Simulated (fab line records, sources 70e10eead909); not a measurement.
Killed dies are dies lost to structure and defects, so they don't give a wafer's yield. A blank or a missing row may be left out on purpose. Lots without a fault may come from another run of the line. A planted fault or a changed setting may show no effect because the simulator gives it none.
A struck lot beside a sound one | flow nand_harc | 14 steps out of a route of 1159
Sound: wafers L982.3, L982.4, L982.5. Struck: wafer L993.5. (L993.3, L993.6 of the same lot were not struck and are left out.) The cause comes at the end.
At each step with rows: each side's tool, then ch and its chambers, then its first start. Under that, the readings that differ: sound wafers | struck wafers | difference of the means | sigmas: that difference in standard deviations of wafers without a fault.
alike: readings whose means differ by less than 2 such deviations, and words and numbers that are the same on both sides. not compared: withheld readings, readings that some wafer has no value for, bounds like >300 that may hide the same value, and numbers for which the record gives no deviation and whose values overlap.
The two part at a step that has a row with sigmas, a row that says differs or no value, or rows on one side only. Numbers that don't overlap but have no deviation are shown without sigmas and don't part them. A reading that every wafer of one side lacks parts them only if that side has two wafers or more.

first, 9 steps without rows for these wafers: NHARC_A_STAIRCASE_DEHYDRATE_01 (time 120 s); NHARC_A_STAIRCASE_HMDS_02 (time 30 s); NHARC_A_STAIRCASE_COAT_03; NHARC_A_STAIRCASE_SOFTBAKE_04 (time 170 s); NHARC_A_STAIRCASE_EBR_05; NHARC_A_STAIRCASE_EXPOSE_06 (exposes mask STAIR); NHARC_A_STAIRCASE_PEB_07 (peb time 130 s); NHARC_A_STAIRCASE_DEVELOP_08 (time 140 s); NHARC_A_STAIRCASE_HARDBAKE_10 (time 140 s).
NHARC_A_STAIRCASE_DESCUM_11: chemistry O2, time 3 s.
  sound on rie_diel-02 ch 1,3, day 11 01:29; struck on rie_diel-11 ch 2, day 14 06:50
  reading                         | sound          | struck | difference | sigmas
  showerhead_plenum_p_Torr (Torr) | 1.77 1.77 1.77 | 2.00   | +0.23      | +3
  alike: drypump_motor_current_A, oes_product_au, rf_vpp_V, throttle_valve_pct
  not compared: rf_hours_counter_h
NHARC_A_STAIRCASE_TRIM_12: chemistry O2, time 211.2 s.
  sound on rie_diel-02 ch 1,2, day 11 01:37; struck on rie_diel-11 ch 1, day 14 06:57
  alike: drypump_motor_current_A, oes_product_au, rf_vpp_V, showerhead_plenum_p_Torr, throttle_valve_pct
  not compared: rf_hours_counter_h
NHARC_A_STAIRCASE_ETCH_13: etches the open film in C4F8/O2, target depth 100 nm, time 40.5 s.
  sound on rie_diel-02 ch 0,2,3, day 11 01:46; struck on rie_diel-11 ch 0, day 14 07:05
  reading               | sound             | struck | difference | sigmas
  oes_product_au (a.u.) | 0.943 0.927 0.929 | 0.777  | -0.156     | -13
  alike: rf_vpp_V
  not compared: rf_hours_counter_h
NHARC_A_STAIRCASE_TRIM_14: chemistry O2, time 211.2 s.
  sound on rie_diel-02 ch 0,1,3; struck on rie_diel-11 ch 0
  alike: drypump_motor_current_A, oes_product_au, rf_vpp_V, showerhead_plenum_p_Torr, throttle_valve_pct
  not compared: rf_hours_counter_h
-- the record jumps here: 9 days lie between the struck wafers' starts before and after (it left off in module A_STAIRCASE and takes up again in module END, whose first step shown is number 1159 of the route) --
NHARC_END_SORT_01:
  the record has rows for the struck wafers here (prober-02 ch 0, day 22 19:54) and none for the sound ones

WHERE THEY PART
First at NHARC_A_STAIRCASE_DESCUM_11; last, within this record, at NHARC_END_SORT_01.

WHY: what the simulator had put in
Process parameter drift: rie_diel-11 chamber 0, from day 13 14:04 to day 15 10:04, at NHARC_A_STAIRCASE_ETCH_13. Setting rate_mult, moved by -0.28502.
